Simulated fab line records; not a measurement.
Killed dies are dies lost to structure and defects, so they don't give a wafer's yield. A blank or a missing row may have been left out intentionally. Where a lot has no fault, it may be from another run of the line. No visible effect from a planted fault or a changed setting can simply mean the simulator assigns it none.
Matching of chambers / flow nandHarc / NHARC_A_STAIRCASE_DESCUM_219 on rieDiel-03 has 4 sister chambers
The step chemistry O2, time 3 s. 4 wafers are shown with their chamber, then 9 later ones without.

EACH WAFER AND ITS CHAMBER
wafer=L083.6; chamber=0; showerheadPlenumPTorr (Torr)=1.82
wafer=L087.5; chamber=3; showerheadPlenumPTorr (Torr)=1.87
wafer=L088.2; chamber=1; showerheadPlenumPTorr (Torr)=1.80
wafer=L088.5; chamber=2; showerheadPlenumPTorr (Torr)=2.05

WAFERS WITHOUT THEIR CHAMBER
wafer=L090.3; showerheadPlenumPTorr (Torr)=1.82
wafer=L090.5; showerheadPlenumPTorr (Torr)=1.86
wafer=L090.6; showerheadPlenumPTorr (Torr)=1.82
wafer=L094.4; showerheadPlenumPTorr (Torr)=1.86
wafer=L094.5; showerheadPlenumPTorr (Torr)=1.79
wafer=L094.6; showerheadPlenumPTorr (Torr)=2.04
wafer=L097.4; showerheadPlenumPTorr (Torr)=1.86
wafer=L097.5; showerheadPlenumPTorr (Torr)=1.79
wafer=L097.6; showerheadPlenumPTorr (Torr)=2.04

WHICH CHAMBER EACH WENT THROUGH
wafer=L090.3; from the rows above=0; in truth=0
wafer=L090.5; from the rows above=3; in truth=3
wafer=L090.6; from the rows above=0; in truth=0
wafer=L094.4; from the rows above=3; in truth=3
wafer=L094.5; from the rows above=1; in truth=1
wafer=L094.6; from the rows above=2; in truth=2
wafer=L097.4; from the rows above=3; in truth=3
wafer=L097.5; from the rows above=1; in truth=1
wafer=L097.6; from the rows above=2; in truth=2
9 of 9 placed correctly. Can't be placed from these rows: 0. Wrongly placed: 0.
How it was worked out, from the rows above alone: a wafer's distance from a chamber is the root of the sum, over the readings, of the square of ((its reading less the chamber's mean) divided by the reading's scatter). The wafer belongs to the nearest chamber; if the next one is less than 2 further off, it can't be placed. Each chamber's mean is taken over the wafers shown for it. The scatter: with one shown wafer a chamber, the root of the mean of the squares of how far each hidden wafer lies from its nearest shown one.
